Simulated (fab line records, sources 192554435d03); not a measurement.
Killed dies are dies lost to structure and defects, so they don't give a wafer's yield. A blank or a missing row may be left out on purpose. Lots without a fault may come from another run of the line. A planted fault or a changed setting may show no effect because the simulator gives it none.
fab line records | flow n5_finfet
record lots=5 wafers=12 last_day=18
route steps=1938 shown GATE_CUT@465 BEOL_M4@1111 PASSIVATION@1936
lots that met no fault: from a run of the same line without faults
start_h: hours from the record's first day to the start of the lot's first wafer shown | wait_h: hours since the lot's step before | " the same as in the row above | L1.1+2: a row that stands for several wafers | - no value, or no start given | * or withheld: withheld | < > ~ a bound
route shown NAME@n: a module of which the file shows steps, and the number in the route of the first | usual: mean/standard deviation of fault-free wafers | same: alike in all rows | chamber/n: place in a boat | sites: the reading at each site | _std_site: their standard deviation | _edge_site: outer sites' mean less inner sites' | radius_mm: how far each site lies from the wafer's centre | mask NAME#n: copy n | behind: the tool/chamber that last shaped the wafer | hold: why the lot was held/for how many hours/how that ended | device: the transistor (n, p or np) that didn't switch | end of line: the same wafers' tests at the end of the route | a step without rows: its recipe alone | killed: dies lost to structure and defects at the first sort, not the wafer's yield | map: a wafer's dies, x killed, . not, _ none there
set.NAME: the setting as run; set.NAME@STEP: as run at that earlier step | model.NAME: the simulator's own value behind a step, which no gauge read
lots at some steps of the route; a table a step, a row a wafer
services: from which hour (start_h, from the record's first day; less than 0 if before it) a tool's chamber was out of use, for how many hours, and why
## steps
# step N5_GATE_CUT_ETCHBACK_00
# recipe chemistry=SF6/Cl2 target=W pressure_mtorr=8 icp_w=900 bias_w=80 SF6_flow_sccm=40 Cl2_flow_sccm=60
# step N5_GATE_CUT_ETCH_56
# recipe chemistry=Cl2/Ar target=TiN target_depth_a=216 pressure_mtorr=10 icp_w=600 bias_w=60 Cl2_flow_sccm=40 Ar_flow_sccm=60
# step N5_GATE_CUT_ETCHBACK_30
# recipe chemistry=Cl2/Ar target=TiN target_depth_a=30 mode=isotropic pressure_mtorr=10 icp_w=600 bias_w=60 Cl2_flow_sccm=40 Ar_flow_sccm=60
# step N5_GATE_CUT_VAPOR_ETCH_60
# recipe chemistry=BCl3/Cl2 target=HfO2 mode=isotropic
# step N5_GATE_CUT_ETCH_58
# recipe chemistry=CH3F/O2 target=SiNx target_depth_a=170 time_s=128.6 ion_energy_ev=50 pressure_mtorr=30 source_w=415 bias_w=21 Ar_flow_sccm=150 CH3F_flow_sccm=30 O2_flow_sccm=20
# step N5_GATE_CUT_STRIP_59
# recipe chemistry=N2/H2 time_s=20 power_w=100 temp_c=40 pressure_mtorr=100 rf_frequency_hz=6e+07 bias_power_w=3 n2_flow_sccm=300 h2_flow_sccm=300
# step N5_GATE_CUT_PRECLEAN_31
# recipe temp_c=23 chemistry=DIW time_s=300
# step N5_GATE_CUT_SRD_32
# recipe time_s=30 temp_c=23 rinse_liquid=diw dry=ipa_marangoni
# step N5_GATE_CUT_SAC_CAP_01
# recipe material=SiNx target_thk_a=240 temp_c=400 ald_precursor_family=SiH2I2 ald_co_reactant=N2/H2-plasma pulse_time_s=1 ald_cycles=480 purge_time_s=2 co_reactant_purge_time_s=2 pressure_torr=2
# step N5_GATE_CUT_PECVD_57
# recipe material=SiNx target_thk_a=210 temp_c=400 precursor=SiH4/NH3/N2 pressure_torr=1.5 rf_w=300
# step N5_GATE_CUT_CMP_02
# recipe stop_on=SiO2 t_overpolish_s=12.7 post_cmp_clean=alkaline_brush down_force_psi=2.5 platen_rpm=51.8 pad_velocity_m_s=1.0307 target_thk_nm=0
# step N5_GATE_CUT_HM_DEP_46
# recipe material=SiO2 target_thk_a=1300 temp_c=400 precursor=TEOS/O2 pressure_torr=6.5 rf_w=900 teos_flow_sccm=161.4 gas=O2 flow_sccm=2650 time_s=26.6
# usual heater_power_w=565/97 showerhead_plenum_p_Torr=8.35/0.038 throttle_valve_pct=18.4/0.98
# columns lot.wafer tool chamber start_h wait_h heater_power_w showerhead_plenum_p_Torr since_wet_clean_h throttle_valve_pct model.SiO2_of_GATE_CUT_HM_DEP_46.thk_nm
L699.2 pecvd-02 1 118.73 0.0 616 8.31 1910 17.5 129
L699.3 " 2 " " 609 8.36 431 18.9 129.4
L699.5 " 1 " " 605 8.29 - 18.0 128.8
L703.1 pecvd-02 0 141.66 0.0 461 8.37 1208 19.1 127.2
L703.5 " 1 " " 497 8.32 - 17.6 80
L706.2 pecvd-02 1 160.42 0.0 550 8.31 1952 17.6 80
L706.5 " 2 " " 585 8.37 - 19.0 80.8
L708.2 pecvd-02 0 172.61 0.0 410 8.36 1239 19.3 79
L708.5 " 1 " " 557 8.29 - 17.7 80.6
L711.3 pecvd-03 0 185.30 0.0 593 8.32 889 18.7 130.4
L711.4 " 1 " " 488 8.32 - 19.3 133
L711.5 " 0 " " 604 8.31 - 19.2 132
# step N5_GATE_CUT_COAT_34
# recipe resist=SOC temp_c=250 time_s=60 spin_rpm=1500 resist_thk_nm=60
# step N5_GATE_CUT_COAT_35
# recipe resist=SiARC temp_c=220 time_s=60 spin_rpm=1500 resist_thk_nm=10
# step N5_GATE_CUT_COAT_27
# recipe resist=underlayer temp_c=205 time_s=60 spin_rpm=1500 resist_thk_nm=10
# step N5_GATE_CUT_COAT_07
# recipe resist=CAR-EUV spin_rpm=1500 resist_thk_nm=30
# step N5_GATE_CUT_EBR_09
# recipe solvent=PGMEA ebr_width_mm=1.5
# step N5_GATE_CUT_SOFTBAKE_08
# recipe temp_c=110 time_s=60 resist=CAR-EUV
# step N5_GATE_CUT_EXPOSE_10
# recipe mask_id=GATE_CUT na=0.33 source_shape=annular sigma_inner=0.35 sigma_outer=0.8 polarization=unpolarized target_cd_nm=20 dose_mj=43.25
# step N5_GATE_CUT_PEB_11
# recipe peb_temp_c=100 peb_time_s=60 resist=CAR-EUV
# step N5_GATE_CUT_DEVELOP_12
# recipe develop_time_s=30 developer=TMAH resist=CAR-EUV rinse_liquid=surfactant_rinse dry=air_spin dev_temp_c=23
# step N5_GATE_CUT_DESCUM_18
# recipe chemistry=O2 time_s=7 source_power_w=50 bias_power_w=20 pressure_mtorr=20 rf_frequency_hz=2.712e+07 temp_c=40 resist=CAR-EUV o2_flow_sccm=225
# step N5_GATE_CUT_ETCH_28
# recipe chemistry=N2/H2 target=underlayer target_depth_a=130 mask_material=CAR-EUV time_s=10.4 ion_energy_ev=200 pressure_mtorr=30 source_w=840 bias_w=150 n2_flow_sccm=200 h2_flow_sccm=200 ends=cleared
# step N5_GATE_CUT_ETCH_36
# recipe chemistry=CF4 target=SiARC target_depth_a=130 mask_material=CAR-EUV time_s=21.7 ion_energy_ev=80 pressure_mtorr=40 source_w=545 bias_w=36 Ar_flow_sccm=100 cf4_flow_sccm=100 ends=cleared
# step N5_GATE_CUT_ETCH_37
# recipe chemistry=N2/H2 target=SOC target_depth_a=600 overetch_a=120 mask_material=SiARC temp_c=40 time_s=90 ion_energy_ev=200 pressure_mtorr=30 source_w=840 bias_w=150 n2_flow_sccm=200 h2_flow_sccm=200
# step N5_GATE_CUT_STRIP_38
# recipe chemistry=N2/H2 temp_c=40 n2_flow_sccm=200 h2_flow_sccm=200 rf_frequency_hz=6e+07
# step N5_GATE_CUT_STRIP_39
# recipe chemistry=N2/H2 temp_c=40 n2_flow_sccm=200 h2_flow_sccm=200 rf_frequency_hz=6e+07
# step N5_GATE_CUT_HM_OPEN_40
# recipe chemistry=C4F6/O2 target=SiO2 mask_material=SiARC target_depth_a=1390 time_s=85.1 ion_energy_ev=250 pressure_mtorr=30 source_w=345 bias_w=185 Ar_flow_sccm=300 C4F6_flow_sccm=10 O2_flow_sccm=10 ends=cleared
# usual chamber_pressure_mTorr=30.002/0.026 drypump_motor_current_A=5.8/0.49 etch_rf_on_time_s=94.2/2.2 oes_product_au=0.71/0.079 rf_vpp_V=672/11 showerhead_plenum_p_Torr=2.84/0.11 throttle_valve_pct=21.05/0.24
# columns lot.wafer tool chamber start_h wait_h chamber_pressure_mTorr drypump_motor_current_A etch_rf_on_time_s oes_product_au rf_hours_counter_h rf_vpp_V showerhead_plenum_p_Torr throttle_valve_pct model.etch.depth_nm model.SOC_of_GATE_CUT_COAT_34.thk_nm
L699.2 rie_diel-02 3 119.35 0.0 30.028 5.2 90.1 0.86 21 668 2.91 21.22 129 33.8
L699.3 " 2 " " 29.996 5.3 90.8 0.75 97 686 2.77 20.98 129.4 33
L699.5 " 2 " " 30.010 5.3 90.9 0.75 - 685 2.77 20.97 128.8 33.2
L703.1 rie_diel-02 3 142.40 0.0 30.007 5.3 90.8 0.83 27 668 2.90 21.23 127.2 34
L703.5 " 1 " " 30.032 6.5 57.6 0.82 - 688 3.01 20.70 80.04 43
L706.2 rie_diel-02 2 161.06 0.0 30.014 5.3 56.3 0.74 108 684 2.76 20.99 80.08 43.2
L706.5 " 3 " " 30.015 5.2 56.8 0.83 - 668 2.90 21.24 80.87 43.6
L708.2 rie_diel-02 0 173.67 0.0 30.006 6.2 56.6 0.63 244 664 2.93 20.79 79.09 43.8
L708.5 " 2 " " 30.016 5.3 56.4 0.74 - 684 2.76 21.00 80.67 43
L711.3 rie_diel-05 0 186.05 0.0 29.974 5.8 96.2 0.63 250 667 2.81 21.26 130.4 32.8
L711.4 " 3 " " 30.042 5.1 97.5 0.64 200 672 2.82 20.61 133.1 31.8
L711.5 " 2 " " 30.014 6.0 94.5 0.69 - 659 2.97 21.39 132.1 32.4
# step N5_GATE_CUT_STRIP_41
# recipe chemistry=CF4 resist=SiARC power_w=300 bias_power_w=75 pressure_mtorr=50 cf4_flow_sccm=150 rf_frequency_hz=6e+07
# step N5_GATE_CUT_STRIP_42
# recipe chemistry=O2 power_w=400 temp_c=40 pressure_mtorr=30 rf_frequency_hz=6e+07 bias_power_w=0 overash_fraction=0.3 o2_flow_sccm=225
# step N5_GATE_CUT_ETCH_19
# recipe chemistry=CH3F/O2 target=SiNx mask_material=SiO2 target_depth_a=537 time_s=76.7 pressure_mtorr=30 source_w=395 bias_w=73 Ar_flow_sccm=150 CH3F_flow_sccm=30 O2_flow_sccm=20 ion_energy_ev=120 ends=cleared
# step N5_GATE_CUT_CUT_ETCH_53
# recipe chemistry=SF6/Cl2 target=W mask_material=SiO2 target_depth_a=792 pressure_mtorr=8 icp_w=900 bias_w=80 SF6_flow_sccm=40 Cl2_flow_sccm=60 ends=cleared
# step N5_GATE_CUT_CUT_ETCH_54
# recipe chemistry=Cl2/BCl3 target=TiN mask_material=SiO2 target_depth_a=967 pressure_mtorr=10 icp_w=1000 bias_w=126 Cl2_flow_sccm=53.25 bcl3_flow_sccm=21.75 Ar_flow_sccm=25 ends=cleared
# step N5_GATE_CUT_CUT_ETCH_55
# recipe chemistry=BCl3 target=HfO2 mask_material=SiO2 target_depth_a=32 ion_energy_ev=30 pressure_mtorr=5 icp_w=450 bias_w=18 bcl3_flow_sccm=80
# step N5_GATE_CUT_ETCH_47
# recipe chemistry=Cl2/BCl3 target=SiO2 target_depth_a=100 pressure_mtorr=10 icp_w=1000 bias_w=126 Cl2_flow_sccm=53.25 bcl3_flow_sccm=21.75 Ar_flow_sccm=25
# step N5_GATE_CUT_VAPOR_ETCH_48
# recipe chemistry=BCl3/Cl2 target=TiN mode=isotropic
# step N5_GATE_CUT_VAPOR_ETCH_49
# recipe chemistry=BCl3/Cl2 target=TiAlC mode=isotropic
# step N5_GATE_CUT_VAPOR_ETCH_51
# recipe chemistry=BCl3/Cl2 target=HfO2 mode=isotropic
# step N5_GATE_CUT_THK_MEAS_24
# recipe reads=SiO2_of_GATE_CUT_HM_DEP_46+SiO2_flowable_of_ILD0_FCVD_FILL_01
# usual GC_FILL_THK=220.8/2.2
# columns lot.wafer tool chamber start_h wait_h GC_FILL_THK[nm]
L699.2 film_metro-01 - 121.81 - 220.5
L699.3 " - " " 219.4
L699.5 " - " " 219.5
L703.1 film_metro-02 - 145.06 - 217.0
L703.5 " - " " 169.1
L706.2 film_metro-01 - 164.67 - 170.6
L706.5 " - " " 171.6
L708.2 film_metro-01 - 176.64 - 168.0
L708.5 " - " " 169.7
L711.3 film_metro-02 - 188.76 - 220.6
L711.4 " - " " 223.6
L711.5 " - " " 221.4
# step N5_GATE_CUT_CMP_43
# recipe material=SiO2 post_cmp_clean=rinse_only
# usual motor_current_A=12.7/1.1
# columns lot.wafer tool chamber start_h wait_h motor_current_A model.SiO2_of_GATE_CUT_HM_DEP_46.thk_nm
L699.3 cmp-04 3 121.92 0.1 12.2 5
L699.2 " 0 " " 11.6 5
L699.5 " 3 " " 12.4 5
L703.1 cmp-01 2 145.25 0.2 13.4 4.8
L703.5 " 1 " " 12.3 2.6
L706.2 cmp-01 1 164.86 0.2 12.2 2.6
L706.5 " 0 " " 11.8 2.6
L708.2 cmp-01 3 176.91 0.3 10.9 2.6
L708.5 " 1 " " 11.9 2.6
L711.3 cmp-02 2 188.86 0.1 14.2 5
L711.4 " 0 " " 11.5 5.2
L711.5 " 2 " " 13.0 5.2
# step N5_BEOL_M4_RC_MEAS_101
# usual DIBL_N=35.8/1.7 DIBL_P=35.3/2 IOFF_N=0.150/0.026 IOFF_P=0.194/0.029 ION_N=667/11 ION_P=456/7.1 SS_N=71.4/0.65 SS_P=73.1/0.64 VT_N=251/3 VT_P=-252/3.2
# columns lot.wafer tool chamber start_h wait_h DIBL_N[mV/V] DIBL_P[mV/V] IOFF_N[nA/um] IOFF_P[nA/um] ION_N[uA/um] ION_P[uA/um] SS_N[mV/dec] SS_P[mV/dec] VT_N[mV] VT_P[mV]
L699.2 prober-02 0 248.22 0.2 36.9 37.5 0.171 0.218 673 463 71.9 73.5 247 -251
L699.3 " 0 " " 34.6 34.5 0.138 0.170 675 460 71.3 73.3 252 -254
L699.5 " 0 " " 31.0 30.2 0.091 0.125 657 448 70.7 72.0 257 -257
L703.1 prober-01 0 276.86 0.0 36.7 37.7 0.203 0.258 695 473 72.1 73.8 245 -245
L703.5 " 0 " " 32.9 34.1 0.127 0.200 660 464 70.6 72.9 251 -250
L706.2 prober-02 0 307.86 0.5 32.2 31.2 0.094 0.144 642 448 69.7 73.1 258 -255
L706.5 " 0 " " 35.7 35.7 0.151 0.210 677 458 72.2 73.4 249 -251
L708.2 prober-01 0 317.83 0.2 37.3 35.9 0.184 0.223 687 468 71.8 73.1 247 -251
L708.5 " 0 " " 39.5 36.2 0.226 0.231 674 453 72.9 73.8 246 -248
L711.3 prober-01 0 328.23 0.5 39.4 37.0 0.190 0.205 678 460 71.7 73.9 249 -251
L711.4 " 0 " " 36.6 35.6 0.147 0.191 652 451 70.9 72.9 251 -254
L711.5 " 0 " " 35.1 33.1 0.126 0.163 663 454 71.0 72.5 253 -252
# step N5_PASSIVATION_PROBE_49
# usual defect_limited_yield=91.5/1.4 killed_at_M0_to_M3=34/11 killed_at_M4_up=15/6 killed_at_contacts=11/5.9 killed_at_front_end=37/11 killed_at_other=3.6/2.9 killed_dies=101/17 killed_open=66/12 killed_short=33/7.8 sort_bin_5_function=5.0/0.97 sort_bin_6_memory=3.2/0.65 sort_bin_8_speed=0.02/0.2 sort_n_pass=1079/17 sort_yield_pct=91.4/1.4
# same gross_dies=1180 killed_at_back_side=0 sort_bin_4_leakage[%]=0
# columns lot.wafer tool chamber start_h wait_h defect_limited_yield[%] killed_at_M0_to_M3 killed_at_M4_up killed_at_contacts killed_at_front_end killed_at_other killed_dies killed_open killed_short sort_bin_5_function[%] sort_bin_6_memory[%] sort_bin_8_speed[%] sort_n_pass sort_yield_pct[%]
L699.2 prober-02 - 354.66 0.1 91.3 27 12 8 53 3 103 74 28 5.7 2.8 0 1077 91.3
L699.3 prober-02 - 354.71 0.1 90.4 33 13 24 41 2 113 75 33 4.9 3.9 0 1067 90.4
L699.5 prober-02 - 354.81 0.2 90.9 27 28 21 30 1 107 67 38 5.4 3.2 0 1073 90.9
L703.1 prober-01 - 381.38 0.0 90.9 13 15 19 56 4 107 64 40 4.7 3.8 0 1073 90.9
L703.5 prober-01 - 381.58 0.2 90.7 28 7 8 67 0 110 78 31 5.3 3.9 0 1070 90.7
L706.2 prober-01 - 414.88 0.1 91.2 34 15 9 33 13 104 70 33 5.5 3.0 0.08 1075 91.1
L706.5 prober-01 - 415.03 0.2 92.1 24 16 11 39 3 93 65 28 5.0 2.7 0 1087 92.1
L708.2 prober-02 - 427.58 0.1 93.2 17 8 13 37 5 80 54 23 4.1 2.4 0.08 1100 93.2
L708.5 prober-02 - 427.73 0.2 90.6 26 11 23 44 7 111 78 33 5.3 3.8 0 1069 90.6
L711.3 prober-01 - 440.47 0.1 89.0 47 25 16 40 2 130 92 38 7.1 3.6 0 1050 89.0
L711.4 prober-01 - 440.52 0.2 90.6 40 24 20 26 1 111 89 22 5.8 3.5 0 1069 90.6
L711.5 prober-01 - 440.57 0.2 91.3 34 13 28 28 0 103 74 29 4.9 3.7 0 1077 91.3
# killed by level:class
L699.2 FIN_SAQP:geometric_particle:open=11 STI_FIN_REVEAL:geometric_particle:open=10 GATE_CUT:geometric_particle:short=9 GATE_CUT:geometric_particle:open=8 BEOL_M3:geometric_particle:open=8 BEOL_M4:geometric_particle:open=8 BEOL_M2:geometric_particle:open=7 DUMMY_GATE:geometric_particle:open=5
L699.3 MOL_CONTACT_COAG:geometric_particle:open=20 GATE_CUT:geometric_particle:open=9 BEOL_M3:geometric_particle:open=9 FIN_SAQP:geometric_particle:open=7 DUMMY_GATE:geometric_particle:open=6 BEOL_M0_SAQP:geometric_particle:open=6 BEOL_M0_SAQP:geometric_particle:short=5 BEOL_M2:geometric_particle:short=5
L699.5 MOL_CONTACT_COAG:geometric_particle:open=18 BEOL_M4:geometric_particle:open=12 BEOL_M2:geometric_particle:open=7 BEOL_M2:geometric_particle:short=7 BEOL_M5:geometric_particle:short=7 BEOL_M3:geometric_particle:open=6 DUMMY_GATE:geometric_particle:open=5 STARTING-WAFER:geometric_particle:short=5
L703.1 STI_FIN_REVEAL:geometric_particle:open=20 MOL_CONTACT_COAG:geometric_particle:open=15 FIN_SAQP:geometric_particle:short=10 GATE_CUT:geometric_particle:open=5 FIN_SAQP:geometric_particle:open=4 GATE_CUT:geometric_particle:short=4 MOL_CONTACT_COAG:geometric_particle:short=4 BEOL_M5:geometric_particle:short=4
L703.5 STI_FIN_REVEAL:geometric_particle:open=25 FIN_SAQP:geometric_particle:short=12 BEOL_M2:geometric_particle:open=11 FIN_SAQP:geometric_particle:open=8 BEOL_M0_SAQP:geometric_particle:open=6 DUMMY_GATE:geometric_particle:open=6 MOL_CONTACT_COAG:geometric_particle:open=5 STARTING-WAFER:geometric_particle:open=5
L706.2 MOL_CONTACT_COAG:geometric_particle:open=8 BEOL_M2:geometric_particle:open=8 BEOL_M4:geometric_particle:open=8 FIN_SAQP:geometric_particle:open=7 STI_FIN_REVEAL:geometric_particle:open=6 BEOL_M0_SAQP:geometric_particle:open=6 BEOL_M0_SAQP:geometric_particle:short=6 FIN_SAQP:geometric_particle:short=5
L706.5 FIN_SAQP:geometric_particle:short=10 DUMMY_GATE:geometric_particle:open=9 STI_FIN_REVEAL:geometric_particle:open=8 MOL_CONTACT_COAG:geometric_particle:open=8 BEOL_M0_SAQP:geometric_particle:open=6 BEOL_M1:geometric_particle:open=4 BEOL_M2:geometric_particle:open=4 BEOL_M3:geometric_particle:open=4
L708.2 FIN_SAQP:geometric_particle:open=11 MOL_CONTACT_COAG:geometric_particle:open=10 STI_FIN_REVEAL:geometric_particle:open=7 BEOL_M2:geometric_particle:open=6 FIN_SAQP:geometric_particle:short=5 MOL_CONTACT_COAG:geometric_particle:short=3 BEOL_M1:geometric_particle:open=3 STI_FIN_REVEAL:geometric_particle:short=2
L708.5 MOL_CONTACT_COAG:geometric_particle:open=22 STI_FIN_REVEAL:geometric_particle:open=10 FIN_SAQP:geometric_particle:open=9 STI_FIN_REVEAL:geometric_particle:short=6 FIN_SAQP:geometric_particle:short=5 BEOL_M1:geometric_particle:open=5 BEOL_M2:geometric_particle:open=5 STARTING-WAFER:geometric_particle:open=5
L711.3 BEOL_M1:geometric_particle:open=14 STI_FIN_REVEAL:geometric_particle:open=12 MOL_CONTACT_COAG:geometric_particle:open=11 BEOL_M4:geometric_particle:open=8 BEOL_M0_SAQP:geometric_particle:short=7 BEOL_M2:geometric_particle:open=6 BEOL_M3:geometric_particle:open=6 BEOL_M7:geometric_particle:open=6
L711.4 MOL_CONTACT_COAG:geometric_particle:open=17 BEOL_M4:geometric_particle:open=14 BEOL_M2:geometric_particle:open=11 STI_FIN_REVEAL:geometric_particle:open=7 BEOL_M3:geometric_particle:open=7 BEOL_M0_SAQP:geometric_particle:short=5 BEOL_M0_SAQP:geometric_particle:open=5 BEOL_M1:geometric_particle:open=5
L711.5 MOL_CONTACT_COAG:geometric_particle:open=23 STI_FIN_REVEAL:geometric_particle:open=13 BEOL_M0_SAQP:geometric_particle:short=8 BEOL_M0_SAQP:geometric_particle:open=7 BEOL_M1:geometric_particle:open=6 MOL_CONTACT_COAG:geometric_particle:short=5 BEOL_M2:geometric_particle:open=5 BEOL_M4:geometric_particle:open=5
## services
# columns tool chamber start_h hours kind
pecvd-03 2 101.61 3.9 repair
pecvd-03 0 103.00 14.9 repair
cmp-02 - 110.86 0.5 repair
pecvd-02 0 125.05 9.5 repair
pecvd-03 0 130.09 5.5 scheduled_down
cmp-04 - 145.15 4.0 pm
rie_diel-02 - 145.67 1.1 repair
cmp-02 - 146.21 7.9 repair
cmp-04 - 149.15 - consumable_replace:conditioner
cmp-04 - 149.15 - consumable_replace:pad
cmp-01 - 149.55 4.3 repair
cmp-04 - 170.40 5.5 pm
cmp-02 - 171.78 1.0 repair
pecvd-03 - 179.32 2.1 repair
rie_diel-05 0 186.26 - clean
rie_diel-05 0 186.26 - consumable_replace:focus_ring
rie_diel-05 0 186.26 17.9 scheduled_down
rie_diel-05 0 186.26 17.9 vent_cycle
## key
first_sign step=N5_GATE_CUT_HM_OPEN_40 reading=etch_rf_on_time_s direction=down sigmas=17 usual=* struck=*
effect step=N5_GATE_CUT_THK_MEAS_24 reading=GC_FILL_THK direction=down sigmas=23 usual=220.8 struck=169.8
model_effect step=N5_GATE_CUT_HM_DEP_46 value=SiO2_of_GATE_CUT_HM_DEP_46.thk_nm without=129.4 struck=80.08
model_effect step=N5_GATE_CUT_HM_OPEN_40 value=etch.depth_nm without=129.5 struck=80.15
model_effect step=N5_GATE_CUT_CMP_43 value=SiO2_of_GATE_CUT_HM_DEP_46.thk_nm without=4.96 struck=2.6
met_at N5_GATE_CUT_HM_DEP_46
struck_wafers L703.5,L706.2,L706.5,L708.2,L708.5
onset_between 118.73 141.66
fault kind=process_parameter_drift tool=pecvd-02 chamber=- onset_h=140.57 steps=N5_GATE_CUT_HM_DEP_46 channel=time_s offset=* shape=step end_h=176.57 scope=struck_wafers_only acts_in=* stated=*
